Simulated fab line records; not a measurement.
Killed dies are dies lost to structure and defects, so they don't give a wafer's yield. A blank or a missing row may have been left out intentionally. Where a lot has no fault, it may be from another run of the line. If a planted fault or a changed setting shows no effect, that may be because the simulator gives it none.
Which tool was responsible? ; flow nand_harc ; 12 lots, 36 wafers sampled, at 5 steps of a route of 1302

WHAT THE GAUGES READ, wafer by wafer
NHARC_A_BLC_INSPECT_12. Usual: raw_defect_count 82, standard deviation 40.
lot;measured;on;raw_defect_count;flag
L993;day 22 00:34;defect_inspect-02;61 69 72;
L994;day 22 20:21;defect_inspect-02;104 131 83;
L996;day 23 05:39;defect_inspect-01;74 66 88;
L997;day 23 21:30;defect_inspect-01;104 116 104;
L100;day 25 13:07;defect_inspect-02;22 26 27;
L101;day 25 16:08;defect_inspect-01;159 172 167;
L109;day 28 17:23;defect_inspect-02;93 102 108;
L112;day 30 06:32;defect_inspect-02;94 85 61;
L113;day 30 12:50;defect_inspect-01;135 109 99;
L114;day 30 22:34;defect_inspect-01;41 35 46;
L116;day 31 14:48;defect_inspect-01;154 124 127;
L115;day 31 16:38;defect_inspect-02;28 18 14;

NHARC_END_SORT_01. Usual: defect_limited_yield 91.1 % (standard deviation 2.9); killed_at_array 55 (standard deviation 20); killed_at_other 1.1 (standard deviation 1.2); killed_at_periphery 3.8 (standard deviation 2.8); killed_dies 60 (standard deviation 19); killed_open 3.4 (standard deviation 1.9); killed_short 2.2 (standard deviation 1.5).
lot;measured;on;defect_limited_yield (%);killed_at_array;killed_at_other;killed_at_periphery;killed_dies;killed_open;killed_short;flag
L994;day 24 17:01;prober-02;88.8 89.7 91.7;72 65 47;1 1 1;3 4 8;76 70 56;4 2 2;2 0 1;
L996;day 24 23:22;prober-01;89.5 91.9 89.7;61 49 58;0 0 0;10 6 12;71 55 70;6 4 7;2 3 3;

WHICH TOOL RAN EACH LOT (tool, then ch and the chambers of the sampled wafers, then the start)
lot;NHARC_A_M0_ETCH_34;NHARC_A_M0_STRIP_18;NHARC_A_M0_PRE_CLEAN_31
L993;rie_diel-11 ch 0,2,3, day 22 04:46;rie_diel-08 ch 1,2,3, day 22 05:03;pecvd-02 ch 0,1,2, day 22 07:13
L994;rie_diel-09 ch 1,3, day 23 00:35;rie_diel-09 ch 0,1,3, day 23 00:55;pecvd-03 ch 1,2, day 23 03:05
L996;rie_diel-11 ch 0,1, day 23 09:55;rie_diel-08 ch 2,3, day 23 10:13;pecvd-04 ch 0,1,2, day 23 12:31
L997;rie_diel-08 ch 0,1,3, day 24 02:17;rie_diel-09 ch 0,2,3, day 24 02:35;pecvd-02 ch 0,1,2, day 24 04:44
L100;rie_diel-11 ch 0,2, day 25 17:25;rie_diel-09 ch 0,2,3, day 25 17:43;pecvd-03 ch 0,1,2, day 25 19:51
L101;rie_diel-11 ch 2,3, day 25 20:13;rie_diel-08 ch 0,2,3, day 25 20:31;pecvd-04 ch 0,1, day 25 23:07
L109;rie_diel-09 ch 0,2, day 28 21:41;rie_diel-08 ch 0,1,2, day 28 22:00;pecvd-03 ch 0,1,2, day 29 00:12
L112;rie_diel-08 ch 1,2,3, day 30 10:36;rie_diel-11 ch 0,1,3, day 30 10:53;pecvd-02 ch 0,1,2, day 30 13:04
L113;rie_diel-11 ch 0,1,3, day 30 17:13;rie_diel-11 ch 0,1,3, day 30 17:31;pecvd-04 ch 0,2, day 30 19:41
L114;rie_diel-09 ch 0,2, day 31 03:00;rie_diel-11 ch 0,2,3, day 31 03:19;pecvd-03 ch 1,2, day 31 05:32
L116;rie_diel-08 ch 1,3, day 31 19:03;rie_diel-09 ch 0,2, day 31 19:21;pecvd-04 ch 0,2, day 31 21:31
L115;rie_diel-08 ch 0,3, day 31 20:52;rie_diel-11 ch 0,2, day 31 21:12;pecvd-04 ch 1,2, day 31 23:20
- NHARC_A_M0_ETCH_34: etches the open film in N2/H2, target depth 40 nm, overetch 12 nm, time 43.94 s.
- NHARC_A_M0_STRIP_18: strips in N2/H2.
- NHARC_A_M0_PRE_CLEAN_31: time 12 s.

AS READ BY THE TOOLS THEMSELVES (means over the sampled wafers that have a number; for cases with no such wafer, the mark the record gives instead)
NHARC_A_M0_ETCH_34. Usual: drypump_motor_current_A 6.1 A, standard deviation 0.5; oes_product_au 1.002 a.u., standard deviation 0.01; rf_vpp_V 431.8 V, standard deviation 1.8; showerhead_plenum_p_Torr 2.09 Torr, standard deviation 0.062; throttle_valve_pct 14.170 %, standard deviation 0.0091.
lot;tool;drypump_motor_current_A (A);oes_product_au (a.u.);rf_vpp_V (V);showerhead_plenum_p_Torr (Torr);throttle_valve_pct (%);flag
L993;rie_diel-11;6.1;0.991;430.5;2.04;14.157;
L994;rie_diel-09;5.9;1.007;431.7;2.05;14.170;
L996;rie_diel-11;6.4;1.012;432.8;2.09;14.164;
L997;rie_diel-08;5.5;1.003;432.0;2.10;14.169;
L100;rie_diel-11;6.2;0.872;432.0;2.08;14.168;OFF
L101;rie_diel-11;6.5;0.856;432.0;2.07;14.170;OFF
L109;rie_diel-09;5.8;1.004;432.9;2.14;14.171;
L112;rie_diel-08;5.8;1.000;432.7;2.11;14.162;
L113;rie_diel-11;6.3;0.996;430.5;2.04;14.164;
L114;rie_diel-09;5.8;0.990;432.7;2.14;14.172;
L116;rie_diel-08;5.2;1.003;431.5;2.06;14.176;
L115;rie_diel-08;5.6;1.013;431.5;2.10;14.183;

NHARC_A_M0_STRIP_18. Usual: drypump_motor_current_A 6.0 A, standard deviation 0.52; oes_product_au 1.003 a.u., standard deviation 0.0099; rf_vpp_V 90.9 V, standard deviation 0.83; showerhead_plenum_p_Torr 2.09 Torr, standard deviation 0.064; throttle_valve_pct 14.172 %, standard deviation 0.0095.
lot;tool;drypump_motor_current_A (A);oes_product_au (a.u.);rf_vpp_V (V);showerhead_plenum_p_Torr (Torr);throttle_valve_pct (%);flag
L993;rie_diel-08;5.8;1.013;90.9;2.12;14.174;
L994;rie_diel-09;5.9;1.006;90.2;2.07;14.167;
L996;rie_diel-08;5.7;1.010;90.5;2.08;14.165;
L997;rie_diel-09;5.9;0.997;90.2;2.10;14.169;
L100;rie_diel-09;5.9;1.006;90.8;2.10;14.178;
L101;rie_diel-08;5.9;1.006;91.2;2.12;14.177;
L109;rie_diel-08;6.1;1.000;92.0;2.15;14.171;
L112;rie_diel-11;6.3;1.002;91.3;2.04;14.172;
L113;rie_diel-11;6.2;1.014;90.9;2.04;14.180;
L114;rie_diel-11;6.1;1.004;90.2;2.04;14.174;
L116;rie_diel-09;5.8;1.006;91.0;2.14;14.173;
L115;rie_diel-11;5.9;0.996;91.2;2.05;14.169;

NHARC_A_M0_PRE_CLEAN_31. Usual: heater_power_w 625 W, standard deviation 84; susceptor_temp_C 370.00 C, standard deviation 0.21.
lot;tool;heater_power_w (W);susceptor_temp_C (C);flag
L993;pecvd-02;588;370.00;
L994;pecvd-03;678;370.03;
L996;pecvd-04;572;369.80;
L997;pecvd-02;598;370.15;
L100;pecvd-03;674;370.05;
L101;pecvd-04;612;369.88;
L109;pecvd-03;631;370.06;
L112;pecvd-02;586;370.18;
L113;pecvd-04;604;369.94;
L114;pecvd-03;674;369.90;
L116;pecvd-04;628;370.09;
L115;pecvd-04;618;369.92;

THE ANSWER, worked out from the rows above alone
Rule: lot off if the mean of its wafers having a number is beyond 3 standard deviations from the usual mean. Also off: a lot with no number at a reading for which 4 or more lots have one. Any other lot the step has rows for is counted as sound. Order of review: gauges by route order, followed by the tools' own readings, for which a lot's mean as printed above is used. The first step at which some lot is off is used, and at that step the reading that is off furthest; a lot without a number counts as furthest.
Off at NHARC_A_M0_ETCH_34 (oes_product_au): L100, L101.
A tool fits if, at that step or a process step before it, it ran every lot that is off, and no sound lot after the first of them. Not one of the candidates tried fits.

WHAT THE SIMULATOR HAD INSERTED
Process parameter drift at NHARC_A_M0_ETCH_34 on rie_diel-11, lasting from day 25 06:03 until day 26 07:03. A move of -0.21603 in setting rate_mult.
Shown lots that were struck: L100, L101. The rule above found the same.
